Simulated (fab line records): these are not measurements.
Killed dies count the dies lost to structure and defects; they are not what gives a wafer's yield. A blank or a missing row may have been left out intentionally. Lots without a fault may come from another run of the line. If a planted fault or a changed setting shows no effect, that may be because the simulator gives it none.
8D (eight disciplines) problem report, filled in by code    flow n5 finfet    the parts of the form that need people (team, actions taken, sign-off) are left out

== 1. THE PROBLEM ==
killed_at_M4_up at N5_PASSIVATION_PROBE_49 reads a mean of 120 on 6 wafers of 2 lots; wafers without a fault read 13 with a standard deviation of 5.8. Measured from the usual mean, that is +18 standard deviations.
First seen on wafer L764.2, day 14 18:57, on prober-01. The record holds 15 wafers of 5 lots with a number at this step. The rule behind "out" and "out of limits": a value lying over 4 standard deviations away from the usual mean. All remaining wafers that have a number are taken as sound.

== 2. WHAT IT IS, WHAT IT ISN'T ==
question                     is                                                                                                    is not
which readings at this step  killed_at_M4_up, defect limited yield, killed dies, sort_bin_5_function, sort n pass, sort yield pct  killed_at_M0_to_M3, killed at contacts, killed at front end, killed at other, killed open, sort_bin_6_memory
which lots                   L764, L771                                                                                            L763, L765, L779
which wafers of those lots   all that have a number                                                                                -
read on which tools          prober-01                                                                                             prober-02
when                         from day 14 18:57                                                                                     up to then (6 sound wafers); but 3 sound wafers of L779 came after

== 3. THE SUSPECTS, EACH WITH WHAT RULES IT OUT ==
Counting: a tool at any process step up to the reading remains a suspect when it ran all the lots that are out and ran no sound lot after the first of those.
- rie diel-04 at N5_BEOL_M11_TRENCH_ETCH_37 (etches SiCOH lowk in C4F6/O2, target depth 148.83 nm, time 48 s): kept. All lots that are out passed through it, beginning with L764 at day 13 05:21, and no sound lot followed; its final sound lot before that point was L765 at day 12 21:59.
- prober-01 at N5_PASSIVATION_PROBE_49: kept. It ran every lot that is out, first L764 (day 14 18:57), and no sound lot after that. On those wafers its own readings are out: defect limited yield, killed_at_M4_up, killed dies, sort_bin_5_function, sort n pass, sort yield pct.
What counting leaves: rie diel-04 at N5_BEOL_M11_TRENCH_ETCH_37 and prober-01 at N5_PASSIVATION_PROBE_49.

== 4. THE CAUSE (what the simulator had put in) ==
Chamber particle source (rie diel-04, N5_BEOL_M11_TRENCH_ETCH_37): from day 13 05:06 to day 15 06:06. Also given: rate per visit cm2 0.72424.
Of the 2 suspects that counting leaves, this tool is one.

== 5. THE CHAIN OF EFFECTS, in route order ==
Each row: a reading where the mean over the struck wafers with a number is more than 3 standard deviations away from the usual. Only readings whose record carries a usual standard deviation are examined. hours: median over the lots of the time between each lot's start at the first step of this table that gives one and its start at this step. sigmas: the change, counted in usual standard deviations.
hours  step                     reading               usual   on struck wafers  change  sigmas
0      N5_PASSIVATION_PROBE_49  defect limited yield  91.4 %  83.4              -8.0    -5.3
0      N5_PASSIVATION_PROBE_49  killed_at_M4_up       13      120               +107    +18
0      N5_PASSIVATION_PROBE_49  killed dies           101     196               +95     +5.3
0      N5_PASSIVATION_PROBE_49  sort_bin_5_function   5.0 %   10.9              +5.9    +5.9
0      N5_PASSIVATION_PROBE_49  sort n pass           1079    984               -95     -5.3
0      N5_PASSIVATION_PROBE_49  sort yield pct        91.4 %  83.4              -8.0    -5.3
The process steps in it:
- N5_PASSIVATION_PROBE_49

== 6. WHAT WOULD HAVE CAUGHT IT SOONER ==
In this record no reading fell out of limits until day 14 18:57, 38 hours after the fault had begun at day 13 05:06.
An alarm limit of 4 standard deviations would not have fired on the tool readings at N5_BEOL_M11_TRENCH_ETCH_37 for which the record gives a usual standard deviation, since none of them was out on any struck wafer.
Lots out: 2; all had begun N5_BEOL_M11_TRENCH_ETCH_37 on rie diel-04 by day 14 18:57. Tool hold at that time: it would have spared none of them.
